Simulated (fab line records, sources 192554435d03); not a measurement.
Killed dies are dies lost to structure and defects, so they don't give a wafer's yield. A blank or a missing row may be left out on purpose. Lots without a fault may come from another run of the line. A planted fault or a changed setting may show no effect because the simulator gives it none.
fab line records | flow n5_finfet
record lots=24 wafers=72 last_day=17
route steps=1938 shown BEOL_M9@1414 BEOL_M10@1473
lots that met no fault: from a run of the same line without faults
start_h: hours from the record's first day to the start of the lot's first wafer shown | wait_h: hours since the lot's step before | " the same as in the row above | L1.1+2: a row that stands for several wafers | - no value, or no start given | * or withheld: withheld | < > ~ a bound
route shown NAME@n: a module of which the file shows steps, and the number in the route of the first | usual: mean/standard deviation of fault-free wafers | same: alike in all rows | chamber/n: place in a boat | sites: the reading at each site | _std_site: their standard deviation | _edge_site: outer sites' mean less inner sites' | radius_mm: how far each site lies from the wafer's centre | mask NAME#n: copy n | behind: the tool/chamber that last shaped the wafer | hold: why the lot was held/for how many hours/how that ended | device: the transistor (n, p or np) that didn't switch | end of line: the same wafers' tests at the end of the route | a step without rows: its recipe alone | killed: dies lost to structure and defects at the first sort, not the wafer's yield | map: a wafer's dies, x killed, . not, _ none there
set.NAME: the setting as run; set.NAME@STEP: as run at that earlier step | model.NAME: the simulator's own value behind a step, which no gauge read
steps of the route over a sample of lots; a table a step, a row a wafer
services: from which hour (start_h, from the record's first day; less than 0 if before it) a tool's chamber was out of use, for how many hours, and why
## steps
# step N5_BEOL_M9_CD_MEAS_11
# recipe target_cd_nm=64.1 landing_energy_ev=500 detector=se_inlens polarity=opening
# usual cd_nm=64.2/0.58
# columns lot.wafer tool chamber start_h wait_h cd_nm
L075.2 cd_sem-03 0 208.69 - 64.1
L075.3 " 0 " " 64.0
L075.6 " 0 " " 64.8
L074.1 cd_sem-02 0 217.46 - 65.3
L074.2 " 0 " " 64.4
L074.6 " 0 " " 64.2
L076.1 cd_sem-01 0 218.58 - 63.8
L076.3 " 0 " " 64.3
L076.4 " 0 " " 65.1
L077.2 cd_sem-01 0 234.78 - 64.4
L077.3 " 0 " " 63.8
L077.6 " 0 " " 64.9
L078.1 cd_sem-02 0 238.77 - 63.7
L078.2 " 0 " " 63.3
L078.5 " 0 " " 63.8
L080.1 cd_sem-01 0 245.30 - 64.3
L080.2 " 0 " " 64.3
L080.6 " 0 " " 62.8
L079.1 cd_sem-02 0 247.02 - 64.1
L079.5 " 0 " " 63.6
L079.6 " 0 " " 63.8
L081.3 cd_sem-03 0 252.96 - 64.4
L081.4 " 0 " " 64.7
L081.5 " 0 " " 64.3
L082.1 cd_sem-01 0 265.71 - 64.2
L082.3 " 0 " " 64.2
L082.4 " 0 " " 63.1
L083.4 cd_sem-01 0 275.67 - 64.7
L083.5 " 0 " " 63.9
L083.6 " 0 " " 63.9
L085.1 cd_sem-01 0 275.94 - 65.8
L085.3 " 0 " " 64.8
L085.6 " 0 " " 63.9
L084.2 cd_sem-03 0 276.11 - 63.9
L084.4 " 0 " " 64.3
L084.5 " 0 " " 64.0
L086.2 cd_sem-03 0 277.45 - 63.0
L086.4 " 0 " " 64.5
L086.6 " 0 " " 64.3
L087.1 cd_sem-01 0 281.09 - 63.8
L087.3 " 0 " " 63.0
L087.6 " 0 " " 63.9
L088.1 cd_sem-03 0 288.78 - 64.5
L088.5 " 0 " " 64.5
L088.6 " 0 " " 64.6
L091.1 cd_sem-02 0 313.79 - 64.5
L091.2 " 0 " " 64.3
L091.4 " 0 " " 64.2
L089.3 cd_sem-01 0 318.53 - 63.5
L089.4 " 0 " " 63.8
L089.5 " 0 " " 63.5
L090.2 cd_sem-02 0 318.79 - 64.5
L090.5 " 0 " " 64.8
L090.6 " 0 " " 64.3
L093.3 cd_sem-03 0 322.10 - 64.2
L093.4 " 0 " " 63.4
L093.5 " 0 " " 63.5
L092.2 cd_sem-01 0 325.29 - 65.2
L092.3 " 0 " " 64.9
L092.4 " 0 " " 64.6
L094.2 cd_sem-03 0 341.02 - 65.3
L094.3 " 0 " " 64.7
L094.5 " 0 " " 64.9
L095.4 cd_sem-02 0 342.34 - 64.1
L095.5 " 0 " " 64.0
L095.6 " 0 " " 64.2
L096.2 cd_sem-02 0 348.21 - 64.9
L096.3 " 0 " " 64.1
L096.6 " 0 " " 63.8
L097.1 cd_sem-03 0 351.17 - 64.1
L097.3 " 0 " " 64.3
L097.4 " 0 " " 64.5
# step N5_BEOL_M9_INSPECT_13
# recipe mode=adi inspect_instrument=brightfield
# usual raw_defect_count=383/89
# columns lot.wafer tool chamber start_h wait_h raw_defect_count
L075.2 defect_inspect-01 - 208.74 0.0 323
L075.3 " - " " 335
L075.6 " - " " 325
L074.1 defect_inspect-01 - 217.52 0.0 352
L074.2 " - " " 338
L074.6 " - " " 332
L076.1 defect_inspect-01 - 218.63 0.0 383
L076.3 " - " " 300
L076.4 " - " " 422
L077.2 defect_inspect-01 - 234.83 0.0 292
L077.3 " - " " 342
L077.6 " - " " 286
L078.1 defect_inspect-02 - 238.82 0.0 341
L078.2 " - " " 308
L078.5 " - " " 404
L080.1 defect_inspect-02 - 245.35 0.0 397
L080.2 " - " " 416
L080.6 " - " " 442
L079.1 defect_inspect-01 - 247.07 0.0 328
L079.5 " - " " 273
L079.6 " - " " 203
L081.3 defect_inspect-01 - 253.01 0.0 369
L081.4 " - " " 340
L081.5 " - " " 347
L082.1 defect_inspect-02 - 265.76 0.0 404
L082.3 " - " " 217
L082.4 " - " " 644
L083.4 defect_inspect-02 - 275.72 0.0 391
L083.5 " - " " 401
L083.6 " - " " 484
L085.1 defect_inspect-01 - 275.99 0.0 289
L085.3 " - " " 330
L085.6 " - " " 318
L084.2 defect_inspect-01 - 276.16 0.0 495
L084.4 " - " " 447
L084.5 " - " " 374
L086.2 defect_inspect-02 - 277.50 0.0 461
L086.4 " - " " 384
L086.6 " - " " 444
L087.1 defect_inspect-01 - 281.14 0.0 529
L087.3 " - " " 418
L087.6 " - " " 668
L088.1 defect_inspect-01 - 288.83 0.0 312
L088.5 " - " " 388
L088.6 " - " " 266
L091.1 defect_inspect-01 - 313.85 0.0 324
L091.2 " - " " 361
L091.4 " - " " 358
L089.3 defect_inspect-02 - 318.58 0.0 534
L089.4 " - " " 526
L089.5 " - " " 396
L090.2 defect_inspect-01 - 318.86 0.0 399
L090.5 " - " " 390
L090.6 " - " " 318
L093.3 defect_inspect-01 - 322.15 0.0 383
L093.4 " - " " 377
L093.5 " - " " 399
L092.2 defect_inspect-01 - 325.35 0.0 253
L092.3 " - " " 350
L092.4 " - " " 338
L094.2 defect_inspect-01 - 341.07 0.0 396
L094.3 " - " " 380
L094.5 " - " " 332
L095.4 defect_inspect-01 - 342.39 0.0 513
L095.5 " - " " 526
L095.6 " - " " 431
L096.2 defect_inspect-01 - 348.26 0.0 469
L096.3 " - " " 411
L096.6 " - " " 336
L097.1 defect_inspect-01 - 351.22 0.0 317
L097.3 " - " " 455
L097.4 " - " " 424
# step N5_BEOL_M9_STRIP_19
# recipe chemistry=O2 power_w=400 temp_c=40 pressure_mtorr=30 rf_frequency_hz=6e+07 bias_power_w=0 overash_fraction=0.2 o2_flow_sccm=225
# usual drypump_motor_current_A=5.8/0.55 oes_product_au=0.81/0.075 rf_vpp_V=3.7/0.68 showerhead_plenum_p_Torr=2.11/0.066 throttle_valve_pct=16.66/0.28
# columns lot.wafer tool chamber start_h wait_h drypump_motor_current_A oes_product_au rf_hours_counter_h rf_vpp_V showerhead_plenum_p_Torr throttle_valve_pct
L075.2 rie_diel-05 1 209.16 0.1 5.8 0.74 160 3.2 2.01 16.92
L075.3 " 0 " " 5.7 0.79 111 3.3 2.20 16.41
L075.6 " 0 " " 5.7 0.79 - 3.5 2.20 16.41
L074.1 rie_diel-01 0 218.34 0.2 6.8 0.85 66 3.9 2.22 16.61
L074.2 " 3 " " 5.2 0.85 59 2.6 2.14 16.86
L074.6 " 0 " " 6.8 0.86 - 3.5 2.22 16.61
L076.1 rie_diel-01 1 219.36 0.1 5.5 0.86 81 4.2 2.13 16.30
L076.3 " 0 " " 6.8 0.85 67 3.8 2.22 16.60
L076.4 " 3 " " 5.2 0.84 59 3.6 2.14 16.84
L077.2 rie_diel-04 3 235.28 0.1 5.4 0.99 0 3.1 2.13 16.08
L077.3 " 2 " " 6.4 0.73 154 4.2 1.99 16.94
L077.6 " 0 " " 6.5 0.69 - 3.5 2.14 16.86
L078.1 rie_diel-01 1 239.63 0.1 5.5 0.84 87 3.9 2.13 16.31
L078.2 " 3 " " 5.2 0.82 65 3.4 2.13 16.86
L078.5 " 0 " " 6.7 0.83 - 4.8 2.22 16.62
L080.1 rie_diel-05 1 245.77 0.1 5.8 0.73 172 2.7 2.00 16.92
L080.2 " 2 " " 5.2 0.74 191 2.8 2.08 16.52
L080.6 " 3 " " 6.3 0.79 - 2.9 2.10 17.01
L079.1 rie_diel-04 1 247.49 0.1 5.6 0.76 136 3.8 2.12 16.73
L079.5 " 1 " " 5.6 0.76 - 3.0 2.12 16.75
L079.6 " 2 " " 6.4 0.73 - 3.1 1.99 16.94
L081.3 rie_diel-01 1 253.42 0.1 5.5 0.84 91 4.8 2.13 16.29
L081.4 " 0 " " 6.7 0.84 76 3.8 2.21 16.64
L081.5 " 3 " " 5.3 0.84 - 3.7 2.13 16.86
L082.1 rie_diel-01 2 266.24 0.1 5.3 0.89 38 3.6 2.05 16.59
L082.3 " 3 " " 5.3 0.83 73 4.0 2.13 16.86
L082.4 " 1 " " 5.5 0.84 94 3.5 2.13 16.30
L083.4 rie_diel-04 1 276.62 0.1 5.6 0.75 147 3.7 2.11 16.75
L083.5 " 2 " " 6.4 0.72 - 3.6 1.99 16.97
L083.6 " 3 " " 5.3 0.93 - 4.9 2.13 16.11
L085.1 rie_diel-04 0 276.66 0.1 6.5 0.97 4 3.8 2.14 16.41
L085.3 " 1 " " 5.6 0.75 147 5.1 2.11 16.75
L085.6 " 3 " " 5.4 0.92 - 3.3 2.13 16.11
L084.2 rie_diel-04 1 276.70 0.1 5.6 0.75 147 3.2 2.11 16.75
L084.4 " 3 " " 5.4 0.91 16 3.4 2.13 16.11
L084.5 " 3 " " 5.4 0.91 - 3.4 2.13 16.12
L086.2 rie_diel-05 2 277.93 0.1 5.2 0.72 200 3.3 2.07 16.55
L086.4 " 1 " " 5.8 0.72 181 3.4 2.00 16.98
L086.6 " 0 " " 5.7 0.77 - 2.7 2.19 16.42
L087.1 rie_diel-04 0 281.84 0.2 6.4 0.97 6 4.4 2.14 16.42
L087.3 " 2 " " 6.4 0.71 172 3.4 1.99 16.98
L087.6 " 1 " " 5.6 0.75 - 3.4 2.11 16.76
L088.1 rie_diel-05 3 289.56 0.3 6.3 0.77 130 3.9 2.10 17.03
L088.5 " 3 " " 6.3 0.77 - 2.9 2.10 17.03
L088.6 " 2 " " 5.2 0.73 - 2.7 2.07 16.55
L091.1 rie_diel-01 2 314.35 0.2 5.3 0.86 54 2.2 2.04 16.63
L091.2 " 1 " " 5.5 0.82 107 3.9 2.12 16.34
L091.4 " 0 " " 6.8 0.81 95 2.8 2.21 16.66
L089.3 rie_diel-05 2 319.16 0.2 5.2 0.72 210 2.8 2.07 16.55
L089.4 " 2 " " 5.2 0.72 - 3.5 2.07 16.56
L089.5 " 3 " " 6.2 0.76 - 3.8 2.10 17.04
L090.2 rie_diel-01 0 319.73 0.1 6.7 0.81 96 5.3 2.21 16.68
L090.5 " 0 " " 6.7 0.82 - 3.6 2.21 16.64
L090.6 " 3 " " 5.2 0.79 - 3.9 2.12 16.88
L093.3 rie_diel-05 0 322.70 0.2 5.7 0.75 139 4.1 2.19 16.45
L093.4 " 2 " " 5.2 0.72 212 3.4 2.07 16.56
L093.5 " 0 " " 5.7 0.74 - 4.6 2.19 16.48
L092.2 rie_diel-01 0 325.76 0.1 6.7 0.82 98 4.8 2.21 16.67
L092.3 " 1 " " 5.5 0.81 111 3.8 2.12 16.35
L092.4 " 2 " " 5.3 0.85 58 2.8 2.04 16.63
L094.2 rie_diel-01 0 341.60 0.2 6.7 0.81 102 4.2 2.21 16.66
L094.3 " 2 " " 5.3 0.86 62 3.4 2.04 16.64
L094.5 " 0 " " 6.7 0.81 - 4.2 2.20 16.66
L095.4 rie_diel-05 3 342.82 0.1 6.3 0.76 - 4.0 2.09 17.07
L095.5 " 1 " " 5.8 0.70 - 5.1 1.99 17.02
L095.6 " 2 " " 5.2 0.72 - 3.9 2.07 16.58
L096.2 rie_diel-01 3 349.66 0.1 5.2 0.80 99 4.6 2.12 16.91
L096.3 " 0 " " 6.7 0.82 104 3.6 2.20 16.68
L096.6 " 0 " " 6.7 0.81 - 3.8 2.20 16.67
L097.1 rie_diel-04 2 351.64 0.1 6.5 0.69 194 4.4 1.98 17.01
L097.3 " 3 " " 5.4 0.88 39 4.4 2.12 16.16
L097.4 " 0 " " 6.5 0.90 26 3.8 2.13 16.44
# step N5_BEOL_M9_STRIP_36
# recipe chemistry=N2/H2 power_w=450 temp_c=40 pressure_mtorr=20 rf_frequency_hz=6e+07 overash_fraction=0.3 bias_power_w=7 h2_frac=0.5 n2_flow_sccm=200 h2_flow_sccm=200
# usual drypump_motor_current_A=5.8/0.53 oes_product_au=0.78/0.064 rf_vpp_V=58.9/1.4 showerhead_plenum_p_Torr=2.54/0.083 throttle_valve_pct=23.82/0.27
# columns lot.wafer tool chamber start_h wait_h drypump_motor_current_A oes_product_au rf_hours_counter_h rf_vpp_V showerhead_plenum_p_Torr throttle_valve_pct
L075.2 rie_diel-04 0 210.02 0.0 6.5 0.69 240 61.3 2.62 23.93
L075.3 " 1 " " 5.6 0.77 123 56.2 2.56 24.04
L075.6 " 1 " " 5.6 0.77 - 59.3 2.56 24.05
L074.1 rie_diel-05 3 221.39 0.0 6.3 0.79 109 59.2 2.54 24.09
L074.2 " 2 " " 5.2 0.75 183 58.0 2.53 23.70
L074.6 " 3 " " 6.3 0.80 - 58.2 2.54 24.07
L076.1 rie_diel-04 1 221.47 0.0 5.6 0.77 127 58.6 2.56 24.07
L076.3 " 0 " " 6.5 0.70 245 57.5 2.62 23.93
L076.4 " 2 " " 6.4 0.73 - 56.6 2.44 24.02
L077.2 rie_diel-05 3 237.76 0.0 6.3 0.80 113 59.4 2.54 24.08
L077.3 " 0 " " 5.7 0.77 119 60.2 2.66 23.45
L077.6 " 0 " " 5.7 0.79 - 58.4 2.66 23.43
L078.1 rie_diel-04 1 240.81 0.0 5.6 0.75 134 56.8 2.56 24.05
L078.2 " 3 " " 5.4 0.96 2 57.3 2.60 23.17
L078.5 " 1 " " 5.6 0.76 - 58.7 2.56 24.07
L080.1 rie_diel-05 3 246.52 0.0 6.3 0.80 117 59.1 2.54 24.07
L080.2 " 0 " " 5.7 0.78 122 60.8 2.66 23.45
L080.6 " 3 " " 6.3 0.78 - 61.6 2.54 24.09
L079.1 rie_diel-04 1 250.97 0.0 5.6 0.76 137 60.4 2.56 24.08
L079.5 " 3 " " 5.4 0.95 - 55.6 2.60 23.19
L079.6 " 2 " " 6.5 0.72 - 59.8 2.43 24.03
L081.3 rie_diel-05 3 255.09 0.0 6.3 0.77 119 59.9 2.54 24.06
L081.4 " 1 " " 5.8 0.72 174 59.5 2.42 24.04
L081.5 " 1 " " 5.8 0.72 - 58.9 2.42 24.04
L082.1 rie_diel-04 1 267.07 0.0 5.6 0.74 144 58.7 2.56 24.11
L082.3 " 2 " " 6.5 0.71 167 55.3 2.43 24.06
L082.4 " 3 " " 5.4 0.91 13 59.4 2.60 23.21
L083.4 rie_diel-01 0 279.21 0.0 6.7 0.83 83 60.0 2.70 23.69
L083.5 " 2 " " 5.3 0.88 - 58.3 2.47 23.61
L083.6 " 3 " " 5.2 0.82 - 59.0 2.56 23.87
L085.1 rie_diel-05 3 279.25 0.0 6.3 0.78 127 59.9 2.53 24.12
L085.3 " 1 " " 5.8 0.71 181 61.0 2.42 24.06
L085.6 " 1 " " 5.8 0.72 - 57.8 2.42 24.07
L084.2 rie_diel-01 1 279.63 0.0 5.5 0.84 99 59.8 2.57 23.33
L084.4 " 3 " " 5.3 0.80 77 58.0 2.56 23.91
L084.5 " 3 " " 5.2 0.82 - 60.2 2.56 23.85
L086.2 rie_diel-05 1 279.67 0.0 5.8 0.72 181 61.3 2.42 24.08
L086.4 " 0 " " 5.7 0.76 132 60.8 2.66 23.47
L086.6 " 2 " " 5.2 0.73 - 59.6 2.52 23.75
L087.1 rie_diel-01 0 283.22 0.0 6.8 0.83 85 57.5 2.69 23.70
L087.3 " 1 " " 5.5 0.84 101 56.4 2.57 23.38
L087.6 " 3 " " 5.2 0.82 - 57.5 2.56 23.88
L088.1 rie_diel-01 3 291.87 0.0 5.3 0.82 81 60.1 2.56 23.86
L088.5 " 2 " " 5.3 0.86 - 58.1 2.47 23.63
L088.6 " 0 " " 6.7 0.83 - 62.1 2.69 23.69
L091.1 rie_diel-05 3 316.16 0.0 6.3 0.76 139 58.7 2.53 24.12
L091.2 " 1 " " 5.8 0.71 194 58.1 2.42 24.07
L091.4 " 1 " " 5.7 0.71 - 60.1 2.41 24.08
L089.3 rie_diel-01 0 320.60 0.0 6.7 0.82 97 57.5 2.69 23.74
L089.4 " 1 " " 5.5 0.83 109 59.7 2.57 23.37
L089.5 " 3 " " 5.2 0.81 - 57.6 2.55 23.91
L090.2 rie_diel-04 0 320.88 0.0 6.5 0.94 16 60.6 2.61 23.71
L090.5 " 2 " " 6.5 0.70 - 60.9 2.42 24.09
L090.6 " 1 " " 5.6 0.74 - 57.9 2.55 24.09
L093.3 rie_diel-05 2 324.58 0.0 5.2 0.72 212 56.8 2.52 23.77
L093.4 " 3 " " 6.3 0.76 142 59.0 2.53 24.14
L093.5 " 2 " " 5.2 0.72 - 58.5 2.52 23.74
L092.2 rie_diel-05 2 326.85 0.0 5.2 0.72 214 60.4 2.52 23.77
L092.3 " 3 " " 6.3 0.75 143 58.9 2.52 24.12
L092.4 " 0 " " 5.7 0.75 141 58.2 2.65 23.50
L095.4 rie_diel-05 1 344.79 0.0 5.8 0.70 - 58.5 2.41 24.12
L095.5 " 2 " " 5.2 0.71 - 58.5 2.52 23.73
L095.6 " 3 " " 6.3 0.76 - 58.3 2.52 24.13
L094.2 rie_diel-01 1 345.32 0.0 5.5 0.82 116 59.9 2.56 23.36
L094.3 " 2 " " 5.3 0.84 63 57.7 2.46 23.64
L094.5 " 0 " " 6.8 0.81 - 60.9 2.69 23.70
L096.2 rie_diel-01 2 350.71 0.0 5.3 0.84 65 58.4 2.46 23.62
L096.3 " 3 " " 5.2 0.80 99 59.8 2.55 23.87
L096.6 " 3 " " 5.2 0.81 - 58.6 2.55 23.89
L097.1 rie_diel-05 3 353.18 0.0 6.3 0.76 152 61.0 2.52 24.13
L097.3 " 1 " " 5.7 0.69 206 59.9 2.41 24.08
L097.4 " 2 " " 5.2 0.71 222 58.2 2.51 23.76
# step N5_BEOL_M9_ALD_74
# recipe material=TaN target_thk_a=20 temp_c=275 ald_precursor_family=PDMAT ald_co_reactant=NH3 pressure_torr=3 carrier_flow_sccm=1500 pulse_time_s=2 purge_time_s=3 co_reactant_purge_time_s=2 co_reactant_pulse_time_s=3 ald_cycles=40 precursor_vessel_temp_c=75 precursor_vessel_pressure_torr=26.25 precursor_vessel_carrier_sccm=1000
# usual heater_power_w=403/35
# same ald_cycles=40
# columns lot.wafer tool chamber start_h wait_h heater_power_w
L075.2 ald_metal-02 0 212.94 0.0 444
L075.3 " 3 " " 370
L075.6 " 3 " " 379
L074.1 ald_metal-03 1 222.36 0.0 374
L074.2 " 0 " " 386
L074.6 " 0 " " 389
L076.1 ald_metal-01 3 222.54 0.1 385
L076.3 " 2 " " 387
L076.4 " 0 " " 382
L077.2 ald_metal-03 2 238.69 0.1 416
L077.3 " 3 " " 412
L077.6 " 1 " " 382
L078.1 ald_metal-02 1 241.80 0.1 389
L078.2 " 3 " " 377
L078.5 " 2 " " 409
L080.1 ald_metal-02 2 249.29 0.1 409
L080.2 " 3 " " 385
L080.6 " 2 " " 411
L079.1 ald_metal-01 2 252.51 0.1 390
L079.5 " 2 " " 393
L079.6 " 3 " " 396
L081.3 ald_metal-02 2 256.10 0.1 401
L081.4 " 3 " " 379
L081.5 " 0 " " 442
L082.1 ald_metal-01 0 268.16 0.1 389
L082.3 " 1 " " 525
L082.4 " 2 " " 394
L083.4 ald_metal-01 0 280.05 0.0 379
L083.5 " 0 " " 394
L083.6 " 1 " " 525
L085.1 ald_metal-02 1 280.14 0.1 386
L085.3 " 2 " " 415
L085.6 " 0 " " 442
L084.2 ald_metal-03 0 280.51 0.0 379
L084.4 " 1 " " 374
L084.5 " 0 " " 388
L086.2 ald_metal-02 2 280.57 0.0 406
L086.4 " 0 " " 435
L086.6 " 2 " " 402
L087.1 ald_metal-03 2 284.37 0.0 422
L087.3 " 3 " " 419
L087.6 " 1 " " 369
L088.1 ald_metal-02 0 293.06 0.1 447
L088.5 " 3 " " 375
L088.6 " 0 " " 451
L091.1 ald_metal-03 1 317.32 0.0 383
L091.2 " 3 " " 398
L091.4 " 3 " " 413
L089.3 ald_metal-02 2 321.90 0.0 409
L089.4 " 3 " " 378
L089.5 " 2 " " 412
L090.2 ald_metal-01 3 322.10 0.1 389
L090.5 " 1 " " 532
L090.6 " 2 " " 385
L093.3 ald_metal-02 2 325.54 0.1 405
L093.4 " 1 " " 386
L093.5 " 1 " " 387
L092.2 ald_metal-02 0 328.45 0.0 440
L092.3 " 1 " " 381
L092.4 " 3 " " 374
L095.4 ald_metal-02 2 346.13 0.1 403
L095.5 " 3 " " 372
L095.6 " 0 " " 441
L094.2 ald_metal-02 3 347.03 0.2 374
L094.3 " 1 " " 381
L094.5 " 2 " " 406
L096.2 ald_metal-03 0 351.77 0.1 392
L096.3 " 3 " " 403
L096.6 " 2 " " 409
L097.1 ald_metal-02 0 354.52 0.0 439
L097.3 " 2 " " 420
L097.4 " 3 " " 367
# step N5_BEOL_M10_PECVD_70
# recipe material=SiO2 target_thk_a=200 temp_c=400 precursor=TEOS/O2 pressure_torr=5.5 rf_w=450 teos_flow_sccm=53.8 gas=O2 flow_sccm=3000 time_s=22.7
# usual heater_power_w=657/85 showerhead_plenum_p_Torr=8.78/0.055 showerhead_vpp_V=1294/52 throttle_valve_pct=22.5/0.91
# columns lot.wafer tool chamber start_h wait_h heater_power_w showerhead_plenum_p_Torr showerhead_vpp_V throttle_valve_pct
L075.2 pecvd-03 2 215.31 0.0 650 8.86 1356 21.1
L075.3 " 1 " " 775 8.80 1413 22.9
L075.6 " 1 " " 782 8.81 1416 22.7
L074.1 pecvd-04 0 225.24 0.0 656 8.75 1261 22.3
L074.2 " 1 " " 579 8.75 1312 22.8
L074.6 " 1 " " 600 8.75 1292 22.8
L076.1 pecvd-04 1 226.22 0.0 614 8.74 1315 22.9
L076.3 " 2 " " 497 8.83 1257 22.6
L076.4 " 1 " " 609 8.75 1306 22.7
L077.2 pecvd-03 2 242.46 0.0 624 8.86 1350 20.9
L077.3 " 0 " " 755 8.74 1293 23.3
L077.6 " 2 " " 647 8.86 1350 20.8
L078.1 pecvd-02 2 244.39 0.0 714 8.85 1254 22.5
L078.2 " 0 " " 672 8.71 1245 23.5
L078.5 " 2 " " 721 8.86 1253 22.6
L080.1 pecvd-04 0 251.53 0.0 772 8.72 1267 22.3
L080.2 " 1 " " 545 8.75 1301 22.5
L080.6 " 1 " " 567 8.76 1314 22.8
L079.1 pecvd-02 2 255.69 0.0 695 8.85 1270 22.5
L079.5 " 1 " " 518 8.78 1222 23.4
L079.6 " 2 " " 697 8.89 1283 22.5
L081.3 pecvd-04 1 258.37 0.1 613 8.76 1273 22.7
L081.4 " 0 " " 695 8.74 1253 22.3
L081.5 " 0 " " 699 8.71 1259 22.3
L082.1 pecvd-03 0 270.97 0.0 758 8.77 1284 23.1
L082.3 " 2 " " 611 8.90 1353 21.4
L082.4 " 2 " " 603 8.87 1333 20.9
L083.4 pecvd-03 2 282.44 0.1 684 8.88 1363 21.0
L083.5 " 1 " " 789 8.81 1402 23.0
L083.6 " 0 " " 705 8.77 1287 23.5
L085.1 pecvd-02 1 282.51 0.0 587 8.80 1239 23.2
L085.3 " 0 " " 587 8.70 1247 23.2
L085.6 " 1 " " 597 8.79 1222 23.4
L084.2 pecvd-03 0 282.90 0.0 689 8.75 1290 23.3
L084.4 " 2 " " 607 8.87 1357 21.0
L084.5 " 0 " " 692 8.77 1309 23.2
L086.2 pecvd-04 1 283.40 0.0 592 8.74 1304 22.4
L086.4 " 2 " " 595 8.80 1289 20.2
L086.6 " 0 " " 644 8.72 1281 22.1
L087.1 pecvd-04 1 290.29 0.0 609 8.75 1293 22.5
L087.3 " 0 " " 757 8.74 1256 22.1
L087.6 " 0 " " 740 8.71 1255 22.4
L088.1 pecvd-03 0 295.54 0.0 750 8.76 1331 23.2
L088.5 " 2 " " 611 8.84 1341 21.1
L088.6 " 1 " " 766 8.83 1412 22.8
L091.1 pecvd-04 2 320.17 0.0 548 8.80 1244 20.6
L091.2 " 1 " " 605 8.74 1314 22.7
L091.4 " 2 " " 552 8.82 1297 20.4
L089.3 pecvd-02 2 324.50 0.0 662 8.83 1260 22.8
L089.4 " 0 " " 558 8.70 1231 23.4
L089.5 " 2 " " 644 8.89 1268 22.8
L090.2 pecvd-04 2 324.59 0.0 510 8.80 1268 20.5
L090.5 " 0 " " 762 8.74 1284 22.2
L090.6 " 2 " " 506 8.78 1262 20.5
L093.3 pecvd-03 2 328.11 0.0 671 8.88 1346 21.3
L093.4 " 0 " " 675 8.76 1307 23.4
L093.5 " 1 " " 816 8.81 1396 23.0
L092.2 pecvd-02 2 330.63 0.0 726 8.88 1260 22.6
L092.3 " 0 " " 622 8.69 1225 23.5
L092.4 " 0 " " 606 8.69 1257 23.6
L095.4 pecvd-03 2 348.67 0.1 620 8.86 1349 21.3
L095.5 " 0 " " 657 8.77 1278 23.2
L095.6 " 1 " " 834 8.80 1408 22.9
L094.2 pecvd-04 2 350.01 0.0 597 8.79 1253 20.8
L094.3 " 1 " " 614 8.77 1319 22.9
L094.5 " 2 " " 605 8.80 1267 20.4
L096.2 pecvd-04 1 355.35 0.0 565 8.74 1295 22.6
L096.3 " 2 " " 616 8.82 1261 20.4
L096.6 " 1 " " 587 8.76 1292 23.0
L097.1 pecvd-02 0 357.95 0.0 629 8.70 1250 23.4
L097.3 " 1 " " 555 8.79 1232 23.4
L097.4 " 2 " " 654 8.86 1280 22.8
## services
# columns tool chamber start_h hours kind
pecvd-04 - 186.89 6.0 pm
pecvd-03 - 194.16 6.6 repair
pecvd-04 1 198.86 14.1 repair
rie_diel-04 3 202.30 - clean
rie_diel-04 3 202.30 - consumable_replace:focus_ring
rie_diel-04 3 202.30 28.8 scheduled_down
rie_diel-04 3 202.30 28.8 vent_cycle
rie_diel-01 - 206.39 0.5 repair
pecvd-04 2 217.99 6.7 repair
rie_diel-04 0 239.05 - clean
rie_diel-04 0 239.05 - consumable_replace:focus_ring
ald_metal-01 1 252.08 4.1 repair
pecvd-03 - 257.52 0.3 repair
ald_metal-03 - 259.98 8.7 pm
ald_metal-03 1 272.93 4.8 repair
rie_diel-01 1 286.80 6.7 repair
rie_diel-05 0 300.39 21.1 repair
rie_diel-05 2 303.66 4.9 repair
ald_metal-03 0 317.25 10.0 repair
ald_metal-03 1 319.23 13.0 repair
pecvd-03 0 330.27 10.9 repair
rie_diel-05 0 334.70 17.2 repair
ald_metal-01 - 337.25 14.0 pm
ald_metal-02 - 344.43 0.2 repair
## key
fault none
